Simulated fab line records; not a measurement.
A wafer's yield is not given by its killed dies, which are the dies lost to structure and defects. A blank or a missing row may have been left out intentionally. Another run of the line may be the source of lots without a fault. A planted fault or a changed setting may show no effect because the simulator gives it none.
Chamber matching	flow n5-finfet	N5_PASSIVATION_DESCUM_32 on rie-diel-05: 3 sister chambers
The step chemistry O2, time 7.9 s. 16 wafers are shown with their chamber, then 6 later ones without.

WAFERS, EACH WITH ITS CHAMBER
wafer	chamber	showerhead-plenum-p-Torr (Torr)	drypump-motor-current-A (A)	throttle-valve-pct (%)
L874.1	1	2.20	5.4	20.43
L874.3	2	2.12	5.3	20.18
L874.5	1	2.20	5.3	20.44
L876.1	0	2.24	4.8	20.57
L876.3	2	2.11	5.3	20.21
L876.6	2	2.11	5.3	20.18
L877.1	0	2.24	4.8	20.55
L877.6	0	2.24	4.8	20.56
L878.1	0	2.24	4.8	20.55
L878.3	1	2.20	5.3	20.45
L878.6	2	2.11	5.3	20.21
L879.1	2	2.11	5.3	20.20
L879.3	0	2.24	4.8	20.57
L879.5	0	2.24	4.8	20.55
L882.2	1	2.20	5.3	20.47
L882.4	0	2.24	4.8	20.57

SIGNATURES (means of the wafers above)
reading	chamber 0	chamber 1	chamber 2	scatter within a chamber
showerhead-plenum-p-Torr	2.2400	2.2000	2.1120	0.00248
drypump-motor-current-A	4.800	5.325	5.300	0.024
throttle-valve-pct	20.5600	20.4475	20.1960	0.0136
Rule: for a wafer and a chamber, the distance is found by dividing, reading by reading, the gap between the wafer's reading and the chamber's mean by the reading's scatter, squaring, summing and taking the root. The wafer belongs to the nearest chamber; if the next one is less than 2 further off, it can't be placed. The scatter: the root of (the sum of the squares of (reading less its chamber's mean) over the shown wafers, divided by (wafers less chambers)).

WAFERS WITH NO CHAMBER GIVEN
wafer	showerhead-plenum-p-Torr (Torr)	drypump-motor-current-A (A)	throttle-valve-pct (%)
L882.5	2.19	5.3	20.47
L884.3	2.19	5.3	20.48
L884.4	2.11	5.3	20.23
L884.6	2.19	5.3	20.47
L893.1	2.10	5.3	20.25
L893.4	2.19	5.3	20.51

WHICH CHAMBER EACH WENT THROUGH
wafer	from the rows above	in truth
L882.5	1	1
L884.3	1	1
L884.4	2	2
L884.6	1	1
L893.1	2	2
L893.4	1	1
Placed correctly: 6 of 6. Can't be placed from these rows: 0. 0 placed wrongly.
